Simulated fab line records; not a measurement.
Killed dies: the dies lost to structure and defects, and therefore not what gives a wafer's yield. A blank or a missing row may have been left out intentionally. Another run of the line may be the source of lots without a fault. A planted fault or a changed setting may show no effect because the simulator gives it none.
fab line records	flow n5_finfet
record: lots: 7	wafers: 39
route steps=1938 shown FIN_SAQP@100 SPACER0@258 SDB@373 GATE_CUT@469 BEOL_M0_SAQP@633 BEOL_M9@1443 BEOL_M11@1539
start_h: start of the lot's first displayed wafer, in hours after the record's first day	wait_h: how many hours have passed since the lot's step before this one	" the same as in the row above	L1.1+2: several wafers, shown together as one row	- no value, or no start was given	* or withheld: withheld	< > ~ a bound
route shown NAME@n: a module of which the file shows steps, and the number in the route of the first	usual: average and standard deviation across the fault-free wafers	same: alike in all rows	chamber/n: place in a boat	sites: readings site by site	_std_site: the values' standard deviation	_edge_site: mean of outer sites minus mean of inner sites	radius_mm: for every site, how far away it sits from the centre of the wafer	mask NAME#n: copy n	behind: the tool/chamber that last shaped the wafer	hold: the reason the lot was held/the length of the hold in hours/how it ended	device: names the non-switching transistor (n, p or np)	end of line: tests run on the same wafers once the route is complete	step lacking rows: just its recipe	killed: at the first sort, the dies lost to defects and structure; wafer yield is something else	map: per-die view of a wafer (x killed, . not killed, _ where there is no die)
set.NAME: the setting as run; set.NAME@STEP: as run at that earlier step	model.NAME: the simulator's own value behind a step, which no gauge read
lots whose settings were changed on purpose; a table a step, a row a wafer
== steps ==
step: N5_FIN_SAQP_PECVD_06
recipe: material: a-Si	target_thk_a: 600	temp_c: 400	precursor: SiH4/He	pressure_torr: 3	rf_w: 100	time_s: 48.1
lot.wafer	tool	chamber	start_h	wait_h	set.time_s	model.a-Si_of_FIN_SAQP_PECVD_06.thk_nm
L079.1	pecvd-01	2	51.48	0.0	48.1	58.89
L079.2	"	0	"	"	48.1	58.99
L079.3	"	1	"	"	57.02	70.45
L079.4	"	1	"	"	57.02	71.37
L079.5	"	0	"	"	57.02	71.09
L079.6	"	2	"	"	48.1	60.15
L080.1	pecvd-01	2	58.21	0.0	70.55	87.24
L080.2	"	1	"	"	70.55	87.25
L080.3	"	0	"	"	48.1	59.43
L080.4	"	1	"	"	70.55	88.74
L080.5	"	2	"	"	48.1	60.16
L080.6	"	0	"	"	48.1	60.19
L081.1	pecvd-02	0	63.60	0.0	38.74	48.43
L081.2	"	1	"	"	38.74	48.52
L081.3	"	2	"	"	38.74	48.58
L081.4	"	0	"	"	48.1	61.15
L081.5	"	2	"	"	48.1	60.41
L081.6	"	1	"	"	48.1	61.71
L083.1	pecvd-04	2	75.26	0.0	36.88	44.89
L083.2	"	0	"	"	36.88	45.04
L083.3	"	1	"	"	48.1	59.21
L083.4	"	0	"	"	48.1	61
L083.5	"	1	"	"	36.88	45.83
L083.6	"	2	"	"	48.1	59.96
L085.1	pecvd-02	1	87.45	0.0	67.3	84.42
L085.2	"	2	"	"	67.3	84.15
L085.3	"	0	"	"	48.1	60.24
L085.4	"	0	"	"	48.1	60.79
L085.5	"	2	"	"	48.1	60.35
L085.6	"	1	"	"	67.3	84.88
L089.1	pecvd-04	2	112.68	0.0	48.1	59.47
L089.2	"	0	"	"	74.17	92.71
L089.3	"	1	"	"	48.1	60.31
L089.4	"	0	"	"	74.17	93.98
L089.5	"	2	"	"	48.1	61.36
L089.6	"	1	"	"	74.17	94.08
L093.2	pecvd-04	0	136.26	0.0	48.1	59.82
L093.3	"	1	"	"	48.1	59.17
L093.6	"	2	"	"	48.1	61.49
step: N5_FIN_SAQP_THK_MEAS_07
usual: thk_nm: 59.9/0.72
lot.wafer	tool	chamber	start_h	wait_h	set.time_s@FIN_SAQP_PECVD_06	thk_nm
L079.1	film_metro-01	-	51.57	0.1	48.1	58.9
L079.2	"	-	"	"	48.1	59.0
L079.3	"	-	"	"	57.02	70.5
L079.4	"	-	"	"	57.02	71.4
L079.5	"	-	"	"	57.02	71.1
L079.6	"	-	"	"	48.1	60.2
L080.1	film_metro-01	-	58.30	0.1	70.55	87.2
L080.2	"	-	"	"	70.55	87.3
L080.3	"	-	"	"	48.1	59.4
L080.4	"	-	"	"	70.55	88.7
L080.5	"	-	"	"	48.1	60.1
L080.6	"	-	"	"	48.1	60.2
L081.1	film_metro-02	-	63.68	0.1	38.74	48.4
L081.2	"	-	"	"	38.74	48.5
L081.3	"	-	"	"	38.74	48.6
L081.4	"	-	"	"	48.1	61.1
L081.5	"	-	"	"	48.1	60.4
L081.6	"	-	"	"	48.1	61.7
L083.1	film_metro-01	-	75.35	0.1	36.88	44.9
L083.2	"	-	"	"	36.88	45.1
L083.3	"	-	"	"	48.1	59.2
L083.4	"	-	"	"	48.1	61.0
L083.5	"	-	"	"	36.88	45.9
L083.6	"	-	"	"	48.1	59.9
L085.1	film_metro-01	-	87.53	0.1	67.3	84.4
L085.2	"	-	"	"	67.3	84.1
L085.3	"	-	"	"	48.1	60.3
L085.4	"	-	"	"	48.1	60.8
L085.5	"	-	"	"	48.1	60.4
L085.6	"	-	"	"	67.3	84.9
L089.1	film_metro-01	-	112.77	0.1	48.1	59.4
L089.2	"	-	"	"	74.17	92.7
L089.3	"	-	"	"	48.1	60.3
L089.4	"	-	"	"	74.17	93.9
L089.5	"	-	"	"	48.1	61.4
L089.6	"	-	"	"	74.17	94.1
L093.2	film_metro-02	-	136.35	0.1	48.1	59.8
L093.3	"	-	"	"	48.1	59.2
L093.6	"	-	"	"	48.1	61.5
step: N5_FIN_SAQP_HM_DEP_72
recipe: material: SiO2	target_thk_a: 120	temp_c: 400	precursor: SiH4/N2O	pressure_torr: 0.75	rf_w: 275	time_s: 7.2
step: N5_FIN_SAQP_COAT_49
recipe: resist: SOC	temp_c: 250	time_s: 60	spin_rpm: 1500	resist_thk_nm: 100
step: N5_FIN_SAQP_HM_OPEN_73
recipe: chemistry: CHF3/O2	target: SiO2	stop_on: a-Si	target_depth_a: 120	over_etch_frac: 1.8	mask_material: SOC	time_s: 16.8	pressure_mtorr: 30	source_w: 650	bias_w: 170	Ar_flow_sccm: 200	CHF3_flow_sccm: 50	O2_flow_sccm: 5	ion_energy_ev: 200	ends: end_point
step: N5_FIN_SAQP_STRIP_74
recipe: chemistry: CHF3/O2	resist: SiARC	rf_frequency_hz: 6e+07
step: N5_FIN_SAQP_MANDREL_ETCH_22
recipe: target_depth_a: 600	chemistry: HBr/Cl2	target: a-Si	stop_on: SiNx	bt_time_s: 10	over_etch_frac: 0.5	time_s: 30	pressure_mtorr: 10	icp_w: 800	bias_w: 75	HBr_flow_sccm: 150	Cl2_flow_sccm: 80	ends: end_point
usual: oes_product_au: 0.766/0.012
lot.wafer	tool	chamber	start_h	wait_h	set.time_s@FIN_SAQP_PECVD_06	oes_product_au	model.etch.depth_nm
L079.1	rie_si-03	0	52.44	0.0	48.1	0.749	58.89
L079.2	"	3	"	"	48.1	0.768	58.99
L079.3	"	2	"	"	57.02	0.830	70.44
L079.4	"	1	"	"	57.02	0.848	71.37
L079.5	"	3	"	"	57.02	0.858	71.08
L079.6	"	2	"	"	48.1	0.754	60.15
L080.1	rie_si-04	2	59.19	0.0	70.55	0.977	87.24
L080.2	"	1	"	"	70.55	0.968	87.25
L080.3	"	0	"	"	48.1	0.780	59.37
L080.4	"	3	"	"	70.55	0.986	88.74
L080.5	"	0	"	"	48.1	0.771	60.16
L080.6	"	1	"	"	48.1	0.770	60.19
L081.1	rie_si-04	2	64.47	0.0	38.74	0.686	48.37
L081.2	"	1	"	"	38.74	0.682	48.52
L081.3	"	0	"	"	38.74	0.688	48.58
L081.4	"	3	"	"	48.1	0.772	61.15
L081.5	"	3	"	"	48.1	0.773	60.41
L081.6	"	0	"	"	48.1	0.789	61.65
L083.1	rie_si-03	2	76.47	0.0	36.88	0.641	44.89
L083.2	"	0	"	"	36.88	0.647	45.04
L083.3	"	3	"	"	48.1	0.758	59.21
L083.4	"	1	"	"	48.1	0.768	60.94
L083.5	"	0	"	"	36.88	0.663	45.82
L083.6	"	3	"	"	48.1	0.770	59.96
L085.1	rie_si-02	3	88.68	0.0	67.3	0.963	84.42
L085.2	"	0	"	"	67.3	0.932	84.15
L085.3	"	1	"	"	48.1	0.786	60.24
L085.4	"	2	"	"	48.1	0.768	60.78
L085.5	"	3	"	"	48.1	0.783	60.34
L085.6	"	0	"	"	67.3	0.946	84.88
L089.1	rie_si-02	2	115.12	0.0	48.1	0.755	59.47
L089.2	"	0	"	"	74.17	0.970	90.92
L089.3	"	3	"	"	48.1	0.772	60.26
L089.4	"	3	"	"	74.17	1.017	90.5
L089.5	"	0	"	"	48.1	0.758	61.36
L089.6	"	2	"	"	74.17	1.001	90.6
L093.2	rie_si-02	3	137.21	0.0	48.1	0.781	59.82
L093.3	"	0	"	"	48.1	0.757	59.17
L093.6	"	1	"	"	48.1	0.793	61.49
step: N5_SPACER0_ALD_07
recipe: material: SiNx	target_thk_a: 20	temp_c: 400	ald_precursor_family: SiH2I2	ald_co_reactant: N2/H2-plasma	pressure_torr: 2
lot.wafer	tool	chamber	start_h	wait_h	set.target_thk_a	model.SiNx_of_SPACER0_ALD_07.thk_nm
L079.1+2+3+4+5+6	ald_sin-02	0,1,2,3,1,2	80.16	1.3	20	2
L080.1+2+6	ald_sin-04	2,0,2	85.03	0.0	15.33	1.6
L080.3+4+5	"	3,1,3	"	"	20	2
L081.1+3+6	ald_sin-03	2,3,3	95.07	2.3	30.09	3
L081.2+4+5	"	1,0,2	"	"	20	2
L083.1+2+3	ald_sin-04	0,2,3	102.81	0.0	14.37	1.4
L083.4+5+6	"	1,1,2	"	"	20	2
L085.1+2+3+4+5+6	ald_sin-04	0,1,3,2,2,3	115.21	0.0	20	2
L089.1+2+3+4+5+6	ald_sin-04	0,3,2,2,3,0	142.18	0.0	20	2
L093.2+3+6	ald_sin-03	2,0,1	162.52	0.0	20	2
step: N5_SDB_ALD_29
recipe: material: SiNx	target_thk_a: 300	temp_c: 400	ald_precursor_family: SiH2I2	ald_co_reactant: N2/H2-plasma	pulse_time_s: 1	ald_cycles: 600	purge_time_s: 2	co_reactant_purge_time_s: 2	pressure_torr: 2
lot.wafer	tool	chamber	start_h	wait_h	set.ald_cycles	model.SiNx_of_SDB_ALD_29.thk_nm
L079.1+2+3+4+5+6	ald_sin-02	1,2,3,0,1,2	100.09	0.0	600	30
L080.1+2	ald_sin-04	0,1	107.35	0.0	600	30
L080.3	"	3	"	"	600	30.2
L080.4+5	"	2,3	"	"	438	22
L080.6	"	0	108.71	1.4	438	21.8
L081.1+2+3+5+6	ald_sin-04	2,1,3,3,2	116.96	0.0	600	30
L081.4	"	0	"	"	600	29.8
L083.1+2+4	ald_sin-02	3,0,1	121.29	0.2	600	30
L083.3+5+6	"	2,2,1	"	"	485	24.2
L085.1	ald_sin-02	3	134.30	0.0	764	38.4
L085.2+4	"	2,1	"	"	764	38.2
L085.3	"	0	"	"	600	30.2
L085.5+6	"	0,3	135.66	1.4	600	30
L089.1+2+6	ald_sin-04	0,1,0	160.74	0.0	600	30
L089.3+4	"	2,3	"	"	704	35.2
L089.5	"	1	162.10	1.4	704	35.4
L093.2+3	ald_sin-01	0,1	184.16	2.1	600	30
L093.6	"	3	185.51	3.4	600	30.2
step: N5_GATE_CUT_ETCH_58
recipe: chemistry: CH3F/O2	target: SiNx	target_depth_a: 170	time_s: 128.6	ion_energy_ev: 50	pressure_mtorr: 30	source_w: 415	bias_w: 21	Ar_flow_sccm: 150	CH3F_flow_sccm: 30	O2_flow_sccm: 20
lot.wafer	tool	chamber	start_h	wait_h	set.time_s	model.etch.depth_nm
L079.1	rie_diel-03	1	113.83	0.0	88.98	11.77
L079.2	"	3	"	"	88.98	11.53
L079.3	"	2	"	"	88.98	11.56
L079.4	"	1	"	"	128.6	16.84
L079.5	"	3	"	"	128.6	16.68
L079.6	"	2	"	"	128.6	16.73
L080.1	rie_diel-03	2	123.38	0.0	128.6	16.83
L080.2	"	3	"	"	94.51	12.2
L080.3	"	0	"	"	128.6	17.1
L080.4	"	1	"	"	128.6	16.84
L080.5	"	0	"	"	94.51	12.64
L080.6	"	1	"	"	94.51	12.34
L081.1	rie_diel-03	3	129.71	0.1	128.6	16.81
L081.2	"	2	"	"	128.6	16.85
L081.3+5	"	1,2	"	"	128.6	16.94
L081.4	"	0	"	"	128.6	17.38
L081.6	"	3	"	"	128.6	16.75
L083.1	rie_diel-02	1	134.21	0.0	128.6	17.29
L083.2	"	0	"	"	128.6	17.32
L083.3	"	2	"	"	128.6	16.88
L083.4	"	0	"	"	128.6	17.31
L083.5	"	1	"	"	128.6	17.25
L083.6	"	2	"	"	128.6	16.86
L085.1	rie_diel-02	0	147.39	0.0	128.6	17.18
L085.2	"	1	"	"	128.6	17.02
L085.3	"	2	"	"	128.6	16.88
L085.4	"	1	"	"	128.6	17.1
L085.5	"	0	"	"	128.6	17.13
L085.6	"	2	"	"	128.6	16.82
L089.1	rie_diel-06	0	174.57	0.0	128.6	16.59
L089.2	"	1	"	"	128.6	17.21
L089.3	"	2	"	"	128.6	16.97
L089.4	"	3	"	"	128.6	16.81
L089.5	"	1	"	"	128.6	17.29
L089.6	"	2	"	"	128.6	16.77
L093.2	rie_diel-02	3	197.60	0.0	128.6	17.56
L093.3	"	0	"	"	128.6	16.97
L093.6	"	3	"	"	128.6	17.7
step: N5_BEOL_M0_SAQP_ILD_DEP_01
recipe: material: SiOC	target_thk_a: 454.19	temp_c: 350	precursor: DEMS/O2	pressure_torr: 5	rf_w: 500	time_s: 8.7
lot.wafer	tool	chamber	start_h	wait_h	set.time_s	model.SiOC_of_BEOL_M0_SAQP_ILD_DEP_01.thk_nm
L079.1	pecvd-03	1	140.60	0.0	8.7	44.4
L079.2	"	2	"	"	8.7	45.2
L079.3	"	0	"	"	8.7	45
L079.4	"	0	"	"	8.7	44.8
L079.5	"	1	"	"	8.7	44.6
L079.6	"	2	"	"	8.7	45.6
L080.1	pecvd-01	1	146.97	0.0	11.94	62.2
L080.2+3	"	2,0	"	"	8.7	45.8
L080.4	"	2	"	"	8.7	46.6
L080.5	"	0	"	"	11.94	63.2
L080.6	"	1	"	"	11.94	62.8
L081.1	pecvd-01	2	152.55	0.0	8.7	45.4
L081.2	"	0	"	"	8.7	46
L081.3	"	1	"	"	8.7	45.2
L081.4+5+6	"	2,1,0	"	"	8.7	46.2
L083.1	pecvd-01	2	158.55	0.0	8.7	46
L083.2	"	1	"	"	8.7	45.6
L083.3+4	"	0	"	"	8.7	45.8
L083.5	"	2	"	"	8.7	46.6
L083.6	"	1	"	"	8.7	46.4
L085.1	pecvd-04	2	175.07	0.0	6.098	31.6
L085.2+5+6	"	1,2,1	"	"	8.7	45.6
L085.3	"	2	"	"	6.098	32
L085.4	"	1	"	"	6.098	31.8
L089.1	pecvd-03	2	201.44	0.0	8.7	45
L089.2	"	1	"	"	8.7	44.8
L089.3	"	2	"	"	8.7	45.4
L089.4	"	1	"	"	4.932	25.6
L089.5	"	1	"	"	4.932	26
L089.6	"	2	"	"	4.932	26.4
L093.2	pecvd-04	1	219.25	0.0	8.7	45.2
L093.3	"	1	"	"	8.7	45.8
L093.6	"	0	"	"	8.7	46
step: N5_BEOL_M9_VIA_ETCH_34
recipe: chemistry: C4F6/O2	target: SiCOH_lowk	target_depth_a: 1824	mask_material: SOC	taper_deg: 4	time_s: 68.4	ion_energy_ev: 250	pressure_mtorr: 30	source_w: 345	bias_w: 185	Ar_flow_sccm: 300	C4F6_flow_sccm: 10	O2_flow_sccm: 10
lot.wafer	tool	chamber	start_h	wait_h	set.target_depth_a	model.etch.depth_nm	model.SOC_of_BEOL_M9_COAT_63.thk_nm
L079.1	rie_diel-02	1	234.38	0.0	1824	179.4	50.8
L079.2	"	3	"	"	1824	186.3	50.6
L079.3	"	0	"	"	860.6	85.64	55.6
L079.4	"	2	"	"	860.6	84.42	55.6
L079.5	"	3	"	"	860.6	87.99	55.2
L079.6	"	0	"	"	1824	181.8	50.8
L080.1	rie_diel-02	2	244.74	0.0	1824	179.3	51.4
L080.2	"	0	"	"	1824	184	51
L080.3	"	1	"	"	1824	181.8	51
L080.4	"	3	"	"	1824	187.3	50.8
L080.5	"	2	"	"	1824	179.7	51.2
L080.6	"	3	"	"	1824	189.1	50.8
L081.1	rie_diel-02	0	253.18	0.0	1824	183	51.4
L081.2	"	1	"	"	2641	265	47.2
L081.3	"	2	"	"	2641	262.6	47.4
L081.4	"	3	"	"	2641	275.5	46.6
L081.5	"	0	"	"	1824	182.9	51.4
L081.6	"	3	"	"	1824	190	51
L083.1	rie_diel-03	3	253.57	0.0	1152	117.9	54.4
L083.2	"	0	"	"	1824	184	51
L083.3	"	1	"	"	1152	113.7	54.4
L083.4	"	2	"	"	1152	112.1	54.6
L083.5	"	1	"	"	1824	180.9	51
L083.6	"	2	"	"	1824	178.7	51.4
L085.1	rie_diel-06	3	270.62	0.0	1824	178.8	51.2
L085.2	"	1	"	"	1824	182.3	51
L085.3	"	2	"	"	1824	179.4	51
L085.4	"	0	"	"	1824	182.5	51
L085.5	"	0	"	"	1824	183.5	51
L085.6	"	3	"	"	1824	178.3	51.2
L089.1	rie_diel-02	1	290.56	0.0	2277	223.4	49.2
L089.2	"	3	"	"	1824	184.5	50.8
L089.3	"	0	"	"	1824	179	51.2
L089.4	"	2	"	"	2277	220.9	49.2
L089.5	"	0	"	"	1824	179.4	51.2
L089.6	"	1	"	"	2277	222.5	49.2
L093.2	rie_diel-03	3	323.68	0.0	1824	183.7	50.8
L093.3	"	0	"	"	1824	182.2	50.8
L093.6	"	2	"	"	1824	177.6	51.4
step: N5_BEOL_M11_PECVD_70
recipe: material: SiO2	target_thk_a: 200	temp_c: 400	precursor: TEOS/O2	pressure_torr: 5.5	rf_w: 450	teos_flow_sccm: 53.8	gas: O2	flow_sccm: 3000	time_s: 22.7
lot.wafer	tool	chamber	start_h	wait_h	set.time_s	model.SiO2_of_BEOL_M11_PECVD_70.thk_nm
L079.1	pecvd-03	1	246.59	0.0	22.7	20
L079.2	"	0	"	"	26.8	23.2
L079.3	"	2	"	"	22.7	19.8
L079.4	"	2	"	"	26.8	23.8
L079.5	"	1	"	"	26.8	23.6
L079.6	"	0	"	"	22.7	20.2
L080.1+3	pecvd-04	0,2	257.25	0.0	22.7	19.8
L080.2	"	1	"	"	22.7	20
L080.4+5	"	1,0	"	"	33.09	29
L080.6	"	2	"	"	33.09	29.2
L081.1	pecvd-03	1	265.22	0.0	35.03	30
L081.2	"	2	"	"	22.7	19.8
L081.3	"	0	"	"	35.03	30.2
L081.4+5	"	2,0	"	"	22.7	20.2
L081.6	"	1	"	"	35.03	31
L083.1+3	pecvd-04	0,1	268.91	0.0	22.7	19.8
L083.2	"	2	"	"	22.7	20
L083.4	"	0	"	"	22.7	20.6
L083.5+6	"	2,1	"	"	22.7	20.2
L085.1+5	pecvd-01	2,0	282.34	0.0	22.7	20.2
L085.2	"	0	"	"	28.83	25.2
L085.3	"	1	"	"	22.7	19.8
L085.4	"	1	"	"	28.83	25.4
L085.6	"	2	"	"	28.83	25.6
L089.1	pecvd-04	1	302.79	0.0	22.7	19.6
L089.2+3	"	2,0	"	"	22.7	19.8
L089.4+6	"	2,1	"	"	22.7	20
L089.5	"	0	"	"	22.7	20.2
L093.2+3	pecvd-04	1,0	334.77	0.0	22.7	19.4
L093.6	"	2	"	"	22.7	20
step: N5_BEOL_M11_HM_DEP_02
recipe: material: TiN	target_thk_a: 200	temp_c: 25	chamber_pressure_pa: 0.49996
step: N5_BEOL_M11_COAT_59
recipe: resist: SOC	temp_c: 250	time_s: 60	spin_rpm: 1500	resist_thk_nm: 100
step: N5_BEOL_M11_ECD_50
recipe: material: Cu	target_thk_a: 3180
step: N5_BEOL_M11_ANNEAL_51
recipe: temp_c: 225	time_s: 90	ambient: N2
step: N5_BEOL_M11_CMP_52
recipe: stop_on: SiCOH_lowk	t_overpolish_s: 7	down_force_psi: 1	platen_rpm: 50	clearing_platen_down_force_psi: 1.5	clearing_platen_rpm: 50	post_cmp_clean: cu_alkaline	target_thk_nm: 140	clearing_platen_pad_velocity_m_s: 0.99484	pad_velocity_m_s: 0.99484
usual: barrier_field_endpoint_s: 29.2/0.7
lot.wafer	tool	chamber	start_h	wait_h	set.time_s@BEOL_M11_PECVD_70	barrier_field_endpoint_s
L079.1	cmp-02	2	254.83	0.3	22.7	30.1
L079.2	"	3	"	"	26.8	33.7
L079.4	"	0	"	"	26.8	35.6
L079.3	"	1	"	"	22.7	29.1
L079.6	"	2	"	"	22.7	30.4
L079.5	"	3	"	"	26.8	34.7
L080.1	cmp-04	1	262.52	0.3	22.7	29.2
L080.3	"	2	"	"	22.7	29.8
L080.4	"	3	"	"	33.09	42.0
L080.2	"	0	"	"	22.7	29.0
L080.5	"	1	"	"	33.09	40.2
L080.6	"	2	"	"	33.09	41.0
L081.1	cmp-02	0	272.91	0.5	35.03	42.0
L081.4	"	1	"	"	22.7	28.7
L081.2	"	2	"	"	22.7	29.1
L081.3	"	3	"	"	35.03	41.6
L081.6	"	0	"	"	35.03	43.6
L081.5	"	1	"	"	22.7	29.1
L083.3	cmp-03	0	276.26	0.2	22.7	30.4
L083.2	"	1	"	"	22.7	30.0
L083.1	"	2	"	"	22.7	29.2
L083.4	"	3	"	"	22.7	30.4
L083.5	"	0	"	"	22.7	30.7
L083.6	"	1	"	"	22.7	29.9
L085.3	cmp-03	3	288.87	0.2	22.7	28.6
L085.4	"	0	"	"	28.83	35.9
L085.2	"	1	"	"	28.83	34.6
L085.1	"	2	"	"	22.7	29.5
L085.6	"	3	"	"	28.83	36.2
L085.5	"	0	"	"	22.7	29.8
L089.2	cmp-02	3	309.90	0.2	22.7	29.5
L089.1	"	0	"	"	22.7	28.5
L089.4	"	1	"	"	22.7	28.2
L089.3	"	2	"	"	22.7	28.8
L089.5	"	3	"	"	22.7	29.7
L089.6	"	0	"	"	22.7	29.6
L093.3	cmp-04	0	342.58	0.2	22.7	28.1
L093.2	"	1	"	"	22.7	28.4
L093.6	"	3	"	"	22.7	29.4
== key ==
split: step: N5_FIN_SAQP_PECVD_06	setting: time_s	stated: 48.1	by: wafer
response: step: N5_FIN_SAQP_PECVD_06	reading: model.a-Si_of_FIN_SAQP_PECVD_06.thk_nm	change: +0.61	per: 1%	r: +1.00
response: step: N5_FIN_SAQP_THK_MEAS_07	reading: thk_nm	change: *	per: 1%	r: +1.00
response: step: N5_FIN_SAQP_MANDREL_ETCH_22	reading: oes_product_au	change: +0.00439	per: 1%	r: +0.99
response: step: N5_FIN_SAQP_MANDREL_ETCH_22	reading: model.etch.depth_nm	change: +0.59	per: 1%	r: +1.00
split: step: N5_SPACER0_ALD_07	setting: target_thk_a	stated: 20	by: wafer
response: step: N5_SPACER0_ALD_07	reading: model.SiNx_of_SPACER0_ALD_07.thk_nm	change: +0.0197	per: 1%	r: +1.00
split: step: N5_SDB_ALD_29	setting: ald_cycles	stated: 600	by: wafer
response: step: N5_SDB_ALD_29	reading: model.SiNx_of_SDB_ALD_29.thk_nm	change: +0.301	per: 1%	r: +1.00
split: step: N5_GATE_CUT_ETCH_58	setting: time_s	stated: 128.6	by: wafer
response: step: N5_GATE_CUT_ETCH_58	reading: model.etch.depth_nm	change: +0.168	per: 1%	r: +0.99
split: step: N5_BEOL_M0_SAQP_ILD_DEP_01	setting: time_s	stated: 8.7	by: wafer
response: step: N5_BEOL_M0_SAQP_ILD_DEP_01	reading: model.SiOC_of_BEOL_M0_SAQP_ILD_DEP_01.thk_nm	change: +0.447	per: 1%	r: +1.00
split: step: N5_BEOL_M9_VIA_ETCH_34	setting: target_depth_a	stated: 1824	by: wafer
response: step: N5_BEOL_M9_VIA_ETCH_34	reading: model.etch.depth_nm	change: +1.81	per: 1%	r: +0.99
response: step: N5_BEOL_M9_VIA_ETCH_34	reading: model.SOC_of_BEOL_M9_COAT_63.thk_nm	change: -0.0897	per: 1%	r: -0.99
split: step: N5_BEOL_M11_PECVD_70	setting: time_s	stated: 22.7	by: wafer
response: step: N5_BEOL_M11_PECVD_70	reading: model.SiO2_of_BEOL_M11_PECVD_70.thk_nm	change: +0.195	per: 1%	r: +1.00
response: step: N5_BEOL_M11_CMP_52	reading: barrier_field_endpoint_s	change: +0.249	per: 1%	r: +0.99
